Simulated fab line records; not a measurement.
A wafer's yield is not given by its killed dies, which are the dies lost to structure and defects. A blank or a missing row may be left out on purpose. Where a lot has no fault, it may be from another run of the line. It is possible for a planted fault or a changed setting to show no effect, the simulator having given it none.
Problem report, 8D (eight disciplines) form, completed by code	flow nandHarc	the parts of the form that need people (team, actions taken, sign-off) are left out

## 1. PROBLEM STATEMENT
sort_bin_2_pct at NHARC_END_SORT_01 reads a mean of 96.5 % on 4 wafers of 2 lots; wafers without a fault read 1.4 % with a standard deviation of 0.56. So: +99 or more standard deviations from the usual mean.
First observed at day 20 11:47: wafer L486.2, on prober-02. At this step, 6 wafers from 2 lots have a number in the record. The rule behind "out" and "out of limits": a value lying over 4 standard deviations away from the usual mean. The rest of the wafers with a number are treated as sound.

## 2. WHAT IT IS, WHAT IT ISN'T
question	is	is not
which readings at this step	sort_bin_2_pct, defectLimitedYield, killedAtArray, killedDies, sortNPass, sortRimYieldPct, sortYieldPct	killedAtOther, killedAtPeriphery, killedOpen, killedShort, sort_bin_3_pct, sort_bin_4_pct
which lots	L486, L488	-
which wafers of those lots	L486.2, L486.3, L488.2, L488.4	L486.6, L488.5
read on which gauges	prober-02	-
when	from day 20 11:47	up to then (0 sound wafers); but 2 sound wafers of L486, L488 came after

## 3. SUSPECTS, AND WHAT RULES EACH OUT
Counting: if a tool at a process step up to the reading ran every lot that is out, it stays a suspect. Sound lots after the first of them don't rule it out here, since some wafers of a struck lot are sound.
- the gauge at NHARC_END_SORT_01: kept. All the wafers that are out were read on prober-02, and no step on other tools shows them out.
- pvdSputter-01 at NHARC_A_BONDPAD_PVD_27 (deposits Cu, target thk 30 nm, time 20.49 s): kept. It ran every lot that is out, first L486 (day 19 04:01).
- pvdSputter-01 at NHARC_THIN_TSV_DEGAS_53 (time 60 s): kept. It ran every lot that is out, first L486 (day 19 23:24).
Left after counting: pvdSputter-01 at NHARC_A_BONDPAD_PVD_27, pvdSputter-01 at NHARC_THIN_TSV_DEGAS_53, prober-02 at NHARC_END_SORT_01.

## 4. THE CAUSE (what the simulator had put in)
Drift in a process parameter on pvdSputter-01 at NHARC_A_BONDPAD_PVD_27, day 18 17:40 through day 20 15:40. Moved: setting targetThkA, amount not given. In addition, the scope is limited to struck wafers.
Counting leaves 3 suspects; this tool is one of them.

## 5. THE EFFECT CHAIN, in route order
Each row: a reading where the mean over the struck wafers with a number is more than 3 standard deviations away from the usual. Readings are gone through only where the record gives a usual standard deviation; hours: the median, over the lots, of the time from a lot's start at the first step in this table giving one to that lot's start at this step; sigmas: the change measured in usual standard deviations.
hours	step	reading	usual	on struck wafers	change	sigmas
0	NHARC_END_SORT_01	defectLimitedYield	95.2 %	0.0	-95.2	-68
0	NHARC_END_SORT_01	killedAtArray	28	673	+645	+72
0	NHARC_END_SORT_01	killedDies	32	677	+645	+69
0	NHARC_END_SORT_01	sort_bin_2_pct	1.4 %	96.5	+95.1	+99 or more
0	NHARC_END_SORT_01	sortNPass	645	0	-645	-69
0	NHARC_END_SORT_01	sortRimYieldPct	95.7 %	0.0	-95.7	-40
0	NHARC_END_SORT_01	sortYieldPct	95.2 %	0.0	-95.2	-68

## 6. HOW IT WOULD HAVE BEEN CAUGHT EARLIER
42 hours passed between the start of the fault at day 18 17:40 and the first reading out of limits at a measuring or inspecting step in this record, taken at day 20 11:47.
Tool readings at NHARC_A_BONDPAD_PVD_27 with a usual standard deviation given in the record: none out on any struck wafer, hence no alarm at a limit of 4 standard deviations on them.
The start of NHARC_A_BONDPAD_PVD_27 on pvdSputter-01 came by day 20 11:47 for every one of the lots that are out (2). None of them would have been spared by holding the tool at that moment.
